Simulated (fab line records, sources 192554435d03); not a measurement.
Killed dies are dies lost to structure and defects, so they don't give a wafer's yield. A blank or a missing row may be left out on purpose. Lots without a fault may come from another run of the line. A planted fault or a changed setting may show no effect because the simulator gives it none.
Which tool did it? | flow n5_finfet | 24 lots, 72 wafers sampled, at 5 steps of a route of 1938

WHAT THE GAUGES READ, wafer by wafer
N5_BEOL_M6_INSPECT_13: inspects for defects (brightfield).
lot  | measured     | on                | raw_defect_count
L075 | day 8 22:39  | defect_inspect-01 | 542 572 332
L074 | day 9 06:40  | defect_inspect-01 | 368 394 349
L076 | day 9 06:30  | defect_inspect-01 | 823 876 556
L077 | day 9 16:07  | defect_inspect-02 | 286 378 380
L079 | day 10 12:00 | defect_inspect-01 | 249 398 275
L078 | day 10 13:48 | defect_inspect-02 | 573 483 519
L082 | day 10 16:41 | defect_inspect-02 | 304 332 528
L080 | day 10 19:36 | defect_inspect-01 | 534 619 360
L081 | day 10 21:48 | defect_inspect-02 | 281 230 316
L083 | day 10 23:50 | defect_inspect-01 | 418 348 359
L084 | day 11 02:33 | defect_inspect-01 | 343 326 364
L085 | day 11 09:43 | defect_inspect-02 | 425 333 426
L086 | day 12 00:36 | defect_inspect-01 | 427 365 329
L087 | day 12 03:52 | defect_inspect-01 | 442 610 534
L088 | day 12 10:02 | defect_inspect-02 | 415 561 379
L089 | day 12 14:42 | defect_inspect-01 | 402 465 338
L090 | day 12 20:28 | defect_inspect-01 | 541 399 684
L091 | day 13 00:35 | defect_inspect-01 | 463 479 316
L092 | day 13 05:23 | defect_inspect-01 | 439 557 289
L095 | day 13 21:58 | defect_inspect-01 | 296 445 447
L093 | day 14 00:41 | defect_inspect-01 | 377 378 387
L094 | day 14 09:44 | defect_inspect-01 | 351 365 286
L096 | day 14 13:11 | defect_inspect-02 | 340 476 378
L097 | day 14 15:02 | defect_inspect-01 | 312 369 319

WHICH TOOL RAN EACH LOT (tool, then ch and the chambers of the sampled wafers, then the start)
lot  | N5_BEOL_M5_CURE_80            | N5_BEOL_M5_SURFACE_TREAT_87  | N5_BEOL_M5_ANNEAL_49         | N5_BEOL_M6_ILD_DEP_00
L075 | uv_cure-03 ch 2, day 8 13:44  | pvd_sputter-03, day 8 14:58  | pvd_sputter-01, day 8 15:20  | pecvd-02 ch 0,1, day 8 20:45
L074 | uv_cure-03 ch 1, day 8 19:51  | pvd_sputter-03, day 8 22:12  | pvd_sputter-01, day 8 22:31  | pecvd-01 ch 1,2, day 9 04:11
L076 | uv_cure-01 ch 2, day 8 20:09  | pvd_sputter-01, day 8 22:17  | pvd_sputter-02, day 8 22:37  | pecvd-01 ch 0,2, day 9 04:01
L077 | uv_cure-03 ch 2, day 9 06:29  | pvd_sputter-01, day 9 08:21  | pvd_sputter-01, day 9 08:43  | pecvd-01 ch 0,2, day 9 14:13
L079 | uv_cure-02 ch 0, day 10 00:29 | pvd_sputter-02, day 10 01:08 | pvd_sputter-01, day 10 01:28 | pecvd-01 ch 0,1, day 10 07:20
L078 | uv_cure-02 ch 0, day 10 05:45 | pvd_sputter-03, day 10 06:28 | pvd_sputter-03, day 10 06:47 | pecvd-03 ch 0,2, day 10 12:11
L082 | uv_cure-01 ch 1, day 10 06:05 | pvd_sputter-01, day 10 07:13 | pvd_sputter-01, day 10 07:35 | pecvd-02 ch 0,1,2, day 10 13:47
L080 | uv_cure-01 ch 0, day 10 06:20 | pvd_sputter-01, day 10 07:19 | pvd_sputter-02, day 10 09:23 | pecvd-02 ch 0,1,2, day 10 15:02
L081 | uv_cure-03 ch 2, day 10 13:19 | pvd_sputter-01, day 10 14:03 | pvd_sputter-01, day 10 14:26 | pecvd-02 ch 0,1, day 10 19:52
L083 | uv_cure-02 ch 2, day 10 13:32 | pvd_sputter-01, day 10 14:14 | pvd_sputter-02, day 10 15:46 | pecvd-01 ch 0,1, day 10 21:14
L084 | uv_cure-01 ch 0, day 10 14:34 | pvd_sputter-03, day 10 16:34 | pvd_sputter-03, day 10 16:52 | pecvd-02 ch 1,2, day 10 23:19
L085 | uv_cure-03 ch 0, day 10 23:59 | pvd_sputter-01, day 11 02:25 | pvd_sputter-02, day 11 02:44 | pecvd-01 ch 0,1, day 11 08:13
L086 | uv_cure-03 ch 0, day 11 12:00 | pvd_sputter-01, day 11 12:51 | pvd_sputter-02, day 11 13:08 | pecvd-02 ch 0,1, day 11 20:38
L087 | uv_cure-03 ch 2, day 11 17:50 | pvd_sputter-02, day 11 19:08 | pvd_sputter-01, day 11 20:15 | pecvd-03 ch 0,1,2, day 12 01:45
L088 | uv_cure-03 ch 2, day 12 00:32 | pvd_sputter-03, day 12 01:38 | pvd_sputter-03, day 12 02:14 | pecvd-02 ch 0,2, day 12 07:46
L089 | uv_cure-03 ch 2, day 12 03:46 | pvd_sputter-01, day 12 04:44 | pvd_sputter-03, day 12 06:40 | pecvd-03 ch 0,1,2, day 12 12:07
L090 | uv_cure-02 ch 1, day 12 11:25 | pvd_sputter-02, day 12 12:22 | pvd_sputter-02, day 12 12:53 | pecvd-03 ch 0,2, day 12 18:16
L091 | uv_cure-02 ch 2, day 12 13:58 | pvd_sputter-03, day 12 14:55 | pvd_sputter-03, day 12 15:17 | pecvd-03 ch 0,2, day 12 20:53
L092 | uv_cure-02 ch 2, day 12 20:22 | pvd_sputter-01, day 12 21:09 | pvd_sputter-01, day 12 21:28 | pecvd-01 ch 0,1,2, day 13 02:55
L095 | uv_cure-01 ch 2, day 13 12:33 | pvd_sputter-01, day 13 13:25 | pvd_sputter-01, day 13 13:50 | pecvd-02 ch 0,1,2, day 13 19:13
L093 | uv_cure-03 ch 1, day 13 14:09 | pvd_sputter-03, day 13 16:20 | pvd_sputter-02, day 13 16:52 | pecvd-02 ch 0,1,2, day 13 22:16
L094 | uv_cure-03 ch 1, day 13 22:29 | pvd_sputter-03, day 13 23:56 | pvd_sputter-02, day 14 00:14 | pecvd-01 ch 1,2, day 14 05:38
L096 | uv_cure-01 ch 0, day 14 03:11 | pvd_sputter-01, day 14 04:04 | pvd_sputter-01, day 14 04:22 | pecvd-03 ch 0,2, day 14 09:50
L097 | uv_cure-01 ch 2, day 14 05:34 | pvd_sputter-02, day 14 07:06 | pvd_sputter-02, day 14 07:31 | pecvd-03 ch 0,1,2, day 14 12:54
- N5_BEOL_M5_CURE_80: cures SiCOH lowk, time 120 s.
- N5_BEOL_M5_SURFACE_TREAT_87
- N5_BEOL_M5_ANNEAL_49: time 1800 s.
- N5_BEOL_M6_ILD_DEP_00: deposits SiCOH lowk from DEMS/porogen, target thk 179.75 nm, time 33.4 s.

WHAT THE TOOLS THEMSELVES READ (means of the sampled wafers that have a number; where no wafer has one, the mark that the record gives instead)
N5_BEOL_M5_CURE_80.
lot  | tool       | lamp_power_pct (%) | wafer_temp_C_max
L075 | uv_cure-03 | 52.34              | 371.8
L074 | uv_cure-03 | 52.33              | 371.3
L076 | uv_cure-01 | 52.32              | 371.1
L077 | uv_cure-03 | 52.28              | 371.3
L079 | uv_cure-02 | 52.29              | 371.9
L078 | uv_cure-02 | 52.34              | 371.5
L082 | uv_cure-01 | 52.29              | 371.9
L080 | uv_cure-01 | 52.38              | 371.8
L081 | uv_cure-03 | 52.35              | 371.6
L083 | uv_cure-02 | 52.33              | 371.8
L084 | uv_cure-01 | 52.33              | 372.0
L085 | uv_cure-03 | 52.36              | 372.2
L086 | uv_cure-03 | 52.29              | 371.9
L087 | uv_cure-03 | 52.30              | 371.9
L088 | uv_cure-03 | 52.36              | 371.7
L089 | uv_cure-03 | 52.39              | 371.7
L090 | uv_cure-02 | 52.31              | 372.4
L091 | uv_cure-02 | 52.32              | 371.7
L092 | uv_cure-02 | 52.33              | 371.9
L095 | uv_cure-01 | 52.32              | 371.5
L093 | uv_cure-03 | 52.27              | 371.0
L094 | uv_cure-03 | 52.29              | 371.6
L096 | uv_cure-01 | 52.29              | 372.3
L097 | uv_cure-01 | 52.33              | 371.0

N5_BEOL_M5_ANNEAL_49.
lot  | tool           | heater_power_w (W)
L075 | pvd_sputter-01 | 814
L074 | pvd_sputter-01 | 820
L076 | pvd_sputter-02 | 932
L077 | pvd_sputter-01 | 863
L079 | pvd_sputter-01 | 823
L078 | pvd_sputter-03 | 878
L082 | pvd_sputter-01 | 826
L080 | pvd_sputter-02 | 862
L081 | pvd_sputter-01 | 793
L083 | pvd_sputter-02 | 902
L084 | pvd_sputter-03 | 765
L085 | pvd_sputter-02 | 841
L086 | pvd_sputter-02 | 957
L087 | pvd_sputter-01 | 794
L088 | pvd_sputter-03 | 801
L089 | pvd_sputter-03 | 810
L090 | pvd_sputter-02 | 820
L091 | pvd_sputter-03 | 813
L092 | pvd_sputter-01 | 800
L095 | pvd_sputter-01 | 837
L093 | pvd_sputter-02 | 883
L094 | pvd_sputter-02 | 876
L096 | pvd_sputter-01 | 839
L097 | pvd_sputter-02 | 915

N5_BEOL_M6_ILD_DEP_00.
lot  | tool     | heater_power_w (W) | showerhead_plenum_p_Torr (Torr) | throttle_valve_pct (%)
L075 | pecvd-02 | 283                | 5.767                           | 14.4
L074 | pecvd-01 | 316                | 5.740                           | 13.6
L076 | pecvd-01 | 274                | 5.723                           | 13.9
L077 | pecvd-01 | 251                | 5.731                           | 13.9
L079 | pecvd-01 | 297                | 5.747                           | 14.0
L078 | pecvd-03 | 276                | 5.741                           | 13.7
L082 | pecvd-02 | 283                | 5.767                           | 13.9
L080 | pecvd-02 | 301                | 5.765                           | 13.8
L081 | pecvd-02 | 270                | 5.767                           | 14.7
L083 | pecvd-01 | 334                | 5.743                           | 14.0
L084 | pecvd-02 | 326                | 5.766                           | 13.6
L085 | pecvd-01 | 362                | 5.742                           | 13.7
L086 | pecvd-02 | 315                | 5.775                           | 14.1
L087 | pecvd-03 | 307                | 5.744                           | 13.7
L088 | pecvd-02 | 272                | 5.765                           | 14.2
L089 | pecvd-03 | 278                | 5.734                           | 13.7
L090 | pecvd-03 | 286                | 5.743                           | 13.6
L091 | pecvd-03 | 270                | 5.746                           | 13.5
L092 | pecvd-01 | 278                | 5.737                           | 13.9
L095 | pecvd-02 | 276                | 5.767                           | 14.1
L093 | pecvd-02 | 301                | 5.761                           | 14.0
L094 | pecvd-01 | 379                | 5.739                           | 13.6
L096 | pecvd-03 | 255                | 5.752                           | 13.6
L097 | pecvd-03 | 296                | 5.743                           | 13.8

THE ANSWER, worked out from the rows above alone
Rule: what is usual is taken from the lots themselves. Put in order of their means at a reading, lots are off if they are a third of the lots or fewer, leave a main group of 4 or more, and stand apart from it by a gap of 3 or more times the standard deviation of the main group's means; of several such gaps the widest counts. A main group whose means are all the same, to the digits that the tables above print for the reading, isn't used. A lot without any number at a reading at which 4 lots or more have one is off too. The other lots that the step has rows for count as sound. The gauges are gone through in route order, then the tools' own readings, and for those a lot's mean is taken as printed above. The first step at which some lot is off is used, and at that step the reading that is off furthest; a lot without a number counts as furthest.
No lot is off at any reading shown: from this, nothing can be told.

WHAT THE SIMULATOR HAD PUT IN
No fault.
